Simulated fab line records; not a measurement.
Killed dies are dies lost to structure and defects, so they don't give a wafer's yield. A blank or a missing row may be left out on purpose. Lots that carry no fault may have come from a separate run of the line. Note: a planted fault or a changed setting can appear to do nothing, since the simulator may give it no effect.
fab line records -- flow n5-finfet -- part 2 of 2: steps 18 to 23 of 23
[record] lots = 5, wafers = 15, last-day = 13
route steps=1938 shown BEOL_M8@1349
lots that met no fault: from a run of the same line without faults
start-h: start of the lot's first displayed wafer, in hours after the record's first day -- wait-h: how many hours have passed since the lot's step before this one -- " same as the row above -- L1.1+2: a single row standing in for several wafers -- - either no value or no given start -- * or withheld: withheld -- < > ~ a bound
route shown NAME@n: names a module that has steps shown in the file, with the first one's number in the route -- usual: mean/standard deviation of fault-free wafers -- same: alike in all rows -- chamber/n: place in a boat -- sites: per-site readings -- _std_site: the standard deviation of these -- _edge_site: outer sites' mean less inner sites' -- radius-mm: how far each site lies from the wafer's centre -- mask NAME#n: copy n -- behind: the tool/chamber that last shaped the wafer -- hold: reason for holding the lot/hours on hold/outcome of the hold -- device: which transistor (n, p or np) failed to switch -- end of line: at the end of the route, the tests of the same wafers -- where a step has no rows: the recipe by itself -- killed: at the first sort, the dies lost to defects and structure; wafer yield is something else -- map: dies across one wafer; x = killed, . = not, _ = none there
set.NAME: the run value of the setting; set.NAME@STEP: its run value at that earlier step -- model.NAME: the simulator's own value behind a step, which no gauge read
a table for each step, a row for each wafer; lots at some steps of the route
services: when a tool's chamber went out of use (start-h, in hours from the record's first day, below 0 if earlier), for how many hours, and the reason
[[steps]]
[step N5_BEOL_M8_OVL_MEAS_29]
[recipe] points-per-wafer = 522
[usual] V7_OVL = -0.2/0.69
lot.wafer,tool,chamber,start-h,wait-h,V7_OVL[nm]
L076.1,overlay-01,0,211.16,0.0,-0.4
L076.3,overlay-01,0,211.16,0.0,-1.5
L076.4,overlay-01,0,211.16,0.0,-0.5
L077.2,overlay-01,0,211.34,0.0,0.0
L077.3,overlay-01,0,211.34,0.0,-0.1
L077.6,overlay-01,0,211.34,0.0,-0.5
L080.1,overlay-02,0,235.26,0.0,-1.0
L080.5,overlay-02,0,235.26,0.0,-0.5
L080.6,overlay-02,0,235.26,0.0,0.1
L081.2,overlay-02,0,237.06,0.0,0.3
L081.5,overlay-02,0,237.06,0.0,1.3
L081.6,overlay-02,0,237.06,0.0,0.7
L084.2,overlay-01,0,250.77,0.0,0.0
L084.3,overlay-01,0,250.77,0.0,0.7
L084.4,overlay-01,0,250.77,0.0,-0.5
[step N5_BEOL_M8_INSPECT_30]
[recipe] mode = adi, inspect-instrument = brightfield
[usual] raw-defect-count = 414/93
lot.wafer,tool,chamber,start-h,wait-h,raw-defect-count
L076.1,defect-inspect-01,-,211.22,0.1,396
L076.3,defect-inspect-01,-,211.22,0.1,598
L076.4,defect-inspect-01,-,211.22,0.1,508
L077.2,defect-inspect-02,-,211.39,0.0,402
L077.3,defect-inspect-02,-,211.39,0.0,428
L077.6,defect-inspect-02,-,211.39,0.0,586
L080.1,defect-inspect-01,-,235.32,0.1,444
L080.5,defect-inspect-01,-,235.32,0.1,370
L080.6,defect-inspect-01,-,235.32,0.1,431
L081.2,defect-inspect-01,-,237.11,0.0,296
L081.5,defect-inspect-01,-,237.11,0.0,350
L081.6,defect-inspect-01,-,237.11,0.0,486
L084.2,defect-inspect-02,-,250.82,0.0,344
L084.3,defect-inspect-02,-,250.82,0.0,407
L084.4,defect-inspect-02,-,250.82,0.0,298
[step N5_BEOL_M8_DESCUM_33]
[recipe] chemistry = O2, time-s = 7, source-power-w = 50, bias-power-w = 20, pressure-mtorr = 20, rf-frequency-hz = 2.712e+07, temp-c = 40, resist = CAR-EUV, o2-flow-sccm = 225
[usual] drypump-motor-current-A = 5.8/0.37, oes-product-au = 0.84/0.076, rf-vpp-V = 243.5/1.6, showerhead-plenum-p-Torr = 2.11/0.082, throttle-valve-pct = 20.40/0.24
lot.wafer,tool,chamber,start-h,wait-h,drypump-motor-current-A,oes-product-au,rf-hours-counter-h,rf-vpp-V,showerhead-plenum-p-Torr,throttle-valve-pct
L076.1,rie-diel-06,1,211.51,0.3,5.2,0.71,212,244.3,2.16,20.80
L076.3,rie-diel-06,0,211.51,0.3,5.7,0.94,14,245.7,2.22,20.32
L076.4,rie-diel-06,2,211.51,0.3,6.3,0.91,26,245.4,2.22,20.04
L077.2,rie-diel-06,0,211.91,0.5,5.7,0.95,14,244.9,2.22,20.35
L077.3,rie-diel-06,2,211.91,0.5,6.3,0.92,26,245.7,2.22,20.05
L077.6,rie-diel-06,0,211.91,0.5,5.7,0.93,-,245.6,2.23,20.33
L080.1,rie-diel-02,3,235.35,0.0,6.6,0.75,117,245.0,2.20,20.28
L080.5,rie-diel-02,2,235.35,0.0,5.7,0.74,-,242.2,2.00,20.70
L080.6,rie-diel-02,3,235.35,0.0,6.5,0.76,-,244.3,2.20,20.28
L081.2,rie-diel-02,2,237.15,0.0,5.6,0.75,154,240.8,2.00,20.70
L081.5,rie-diel-02,3,237.15,0.0,6.6,0.77,-,245.3,2.20,20.27
L081.6,rie-diel-02,2,237.15,0.0,5.7,0.75,-,242.0,2.00,20.72
L084.2,rie-diel-02,2,250.97,0.2,5.7,0.74,159,242.6,2.00,20.70
L084.3,rie-diel-02,3,250.97,0.2,6.6,0.76,123,244.3,2.19,20.28
L084.4,rie-diel-02,1,250.97,0.2,5.6,0.88,34,242.2,2.04,20.19
[step N5_BEOL_M8_ETCH_72]
[recipe] chemistry = N2/H2, target = underlayer, target-depth-a = 65, mask-material = CAR-EUV, time-s = 5.2, ion-energy-ev = 200, pressure-mtorr = 30, source-w = 840, bias-w = 150, n2-flow-sccm = 200, h2-flow-sccm = 200, ends = cleared
[usual] drypump-motor-current-A = 5.8/0.37, etch-rf-on-time-s = 5.18/0.072, oes-product-au = 0.72/0.064, rf-vpp-V = 525/3.1, showerhead-plenum-p-Torr = 2.57/0.1, throttle-valve-pct = 17.83/0.2
lot.wafer,tool,chamber,start-h,wait-h,drypump-motor-current-A,etch-rf-on-time-s,oes-product-au,rf-hours-counter-h,rf-vpp-V,showerhead-plenum-p-Torr,throttle-valve-pct
L076.1,rie-diel-06,1,211.55,0.0,5.2,5.16,0.60,212,526,2.62,18.15
L076.3,rie-diel-06,0,211.55,0.0,5.7,5.20,0.79,14,531,2.70,17.71
L076.4,rie-diel-06,2,211.55,0.0,6.3,5.25,0.77,26,530,2.72,17.60
L077.2,rie-diel-06,0,211.95,0.0,5.7,5.18,0.82,14,528,2.71,17.70
L077.3,rie-diel-06,2,211.95,0.0,6.3,5.27,0.76,26,526,2.72,17.57
L077.6,rie-diel-06,0,211.95,0.0,5.7,5.19,0.81,-,526,2.71,17.72
L080.1,rie-diel-02,3,235.39,0.0,6.5,5.23,0.65,117,528,2.67,17.69
L080.5,rie-diel-02,2,235.39,0.0,5.7,5.05,0.64,-,521,2.44,18.06
L080.6,rie-diel-02,3,235.39,0.0,6.6,5.20,0.65,-,529,2.67,17.72
L081.2,rie-diel-02,2,237.18,0.0,5.7,5.09,0.64,154,519,2.44,18.09
L081.5,rie-diel-02,3,237.18,0.0,6.6,5.17,0.65,-,527,2.67,17.73
L081.6,rie-diel-02,2,237.18,0.0,5.7,5.11,0.64,-,520,2.44,18.05
L084.2,rie-diel-02,2,251.01,0.0,5.7,5.14,0.63,159,521,2.44,18.07
L084.3,rie-diel-02,3,251.01,0.0,6.6,5.23,0.64,123,529,2.66,17.71
L084.4,rie-diel-02,1,251.01,0.0,5.6,5.24,0.75,34,521,2.50,17.65
[step N5_BEOL_M8_ETCH_65]
[recipe] chemistry = CF4, target = SiARC, target-depth-a = 156, mask-material = CAR-EUV, time-s = 26, ion-energy-ev = 80, pressure-mtorr = 40, source-w = 545, bias-w = 36, Ar_flow_sccm = 100, cf4-flow-sccm = 100, ends = cleared
[usual] drypump-motor-current-A = 5.8/0.37, etch-rf-on-time-s = 25.9/0.34, oes-product-au = 0.72/0.063, rf-vpp-V = 184.5/1.3, showerhead-plenum-p-Torr = 2.16/0.081, throttle-valve-pct = 15.57/0.25
lot.wafer,tool,chamber,start-h,wait-h,drypump-motor-current-A,etch-rf-on-time-s,oes-product-au,rf-hours-counter-h,rf-vpp-V,showerhead-plenum-p-Torr,throttle-valve-pct
L076.1,rie-diel-06,1,211.56,0.0,5.2,25.8,0.62,212,183.7,2.21,16.05
L076.3,rie-diel-06,0,211.56,0.0,5.7,26.3,0.79,14,185.8,2.27,15.46
L076.4,rie-diel-06,2,211.56,0.0,6.3,26.5,0.77,26,187.2,2.27,15.26
L077.2,rie-diel-06,0,211.96,0.0,5.7,25.6,0.81,14,186.4,2.27,15.46
L077.3,rie-diel-06,2,211.96,0.0,6.3,26.1,0.77,26,186.3,2.27,15.27
L077.6,rie-diel-06,0,211.96,0.0,5.7,25.9,0.80,-,184.9,2.27,15.47
L080.1,rie-diel-02,3,235.41,0.0,6.6,26.1,0.65,117,184.9,2.24,15.49
L080.5,rie-diel-02,2,235.41,0.0,5.7,25.5,0.64,-,183.6,2.06,15.90
L080.6,rie-diel-02,3,235.41,0.0,6.6,26.2,0.65,-,187.9,2.24,15.50
L081.2,rie-diel-02,2,237.20,0.0,5.7,25.4,0.64,154,184.5,2.06,15.90
L081.5,rie-diel-02,3,237.20,0.0,6.5,26.0,0.65,-,185.6,2.24,15.51
L081.6,rie-diel-02,2,237.20,0.0,5.7,25.5,0.64,-,182.3,2.06,15.92
L084.2,rie-diel-02,2,251.02,0.0,5.7,25.5,0.63,159,183.3,2.06,15.92
L084.3,rie-diel-02,3,251.02,0.0,6.5,25.9,0.64,123,183.6,2.24,15.51
L084.4,rie-diel-02,1,251.02,0.0,5.6,26.0,0.76,34,184.7,2.09,15.33
[step N5_BEOL_M8_ETCH_66]
[recipe] chemistry = N2/H2, target = SOC, target-depth-a = 800, overetch-a = 160, mask-material = SiARC, temp-c = 40, time-s = 120, ion-energy-ev = 200, pressure-mtorr = 30, source-w = 840, bias-w = 150, n2-flow-sccm = 200, h2-flow-sccm = 200
[usual] drypump-motor-current-A = 5.8/0.37, oes-product-au = 0.64/0.056, rf-vpp-V = 524.7/2.9, showerhead-plenum-p-Torr = 2.57/0.1, throttle-valve-pct = 17.79/0.2
lot.wafer,tool,chamber,start-h,wait-h,drypump-motor-current-A,oes-product-au,rf-hours-counter-h,rf-vpp-V,showerhead-plenum-p-Torr,throttle-valve-pct
L076.1,rie-diel-06,1,211.59,0.0,5.2,0.56,212,525.8,2.62,18.09
L076.3,rie-diel-06,0,211.59,0.0,5.7,0.71,14,528.3,2.70,17.66
L076.4,rie-diel-06,2,211.59,0.0,6.3,0.70,26,527.5,2.72,17.54
L077.2,rie-diel-06,0,211.99,0.0,5.7,0.72,15,528.8,2.70,17.67
L077.3,rie-diel-06,2,211.99,0.0,6.3,0.69,26,528.4,2.72,17.52
L077.6,rie-diel-06,0,211.99,0.0,5.7,0.72,-,528.8,2.71,17.69
L080.1,rie-diel-02,3,235.43,0.0,6.5,0.58,117,526.5,2.67,17.66
L080.5,rie-diel-02,2,235.43,0.0,5.7,0.57,-,521.8,2.44,18.02
L080.6,rie-diel-02,3,235.43,0.0,6.5,0.58,-,526.8,2.67,17.65
L081.2,rie-diel-02,2,237.23,0.0,5.7,0.57,154,519.7,2.44,18.02
L081.5,rie-diel-02,3,237.23,0.0,6.6,0.58,-,525.9,2.67,17.65
L081.6,rie-diel-02,2,237.23,0.0,5.7,0.56,-,520.9,2.44,18.02
L084.2,rie-diel-02,2,251.05,0.0,5.7,0.56,159,521.1,2.44,18.02
L084.3,rie-diel-02,3,251.05,0.0,6.6,0.57,123,529.2,2.66,17.68
L084.4,rie-diel-02,1,251.05,0.0,5.6,0.68,34,523.5,2.50,17.59
[[services]]
tool,chamber,start-h,hours,kind
rie-diel-06,3,184.99,-,clean
rie-diel-06,3,184.99,-,consumable-replace:focus-ring
rie-diel-06,3,184.99,25.0,scheduled-down
rie-diel-06,3,184.99,25.0,vent-cycle
euv-scanner-01,-,186.39,1.0,pm
rie-metal-01,0,192.64,4.8,repair
rie-metal-01,-,199.62,14.6,pm
rie-diel-05,-,202.85,11.3,repair
litho-track-03,-,207.21,-,consumable-replace:filter
rie-metal-01,1,214.22,-,clean
rie-metal-01,1,214.22,24.1,scheduled-down
rie-metal-01,1,214.22,24.1,vent-cycle
rie-diel-02,2,225.20,7.3,repair
litho-track-04,-,229.96,-,consumable-replace:filter
euv-scanner-02,-,232.34,1.0,pm
rie-metal-03,1,239.36,5.0,repair
rie-diel-05,2,242.36,-,clean
rie-diel-05,2,242.36,-,consumable-replace:focus-ring
euv-scanner-01,-,242.54,1.0,pm
rie-metal-03,1,244.78,-,clean
rie-metal-03,1,244.78,18.0,scheduled-down
rie-metal-03,1,244.78,18.0,vent-cycle
rie-metal-01,-,251.04,0.7,repair
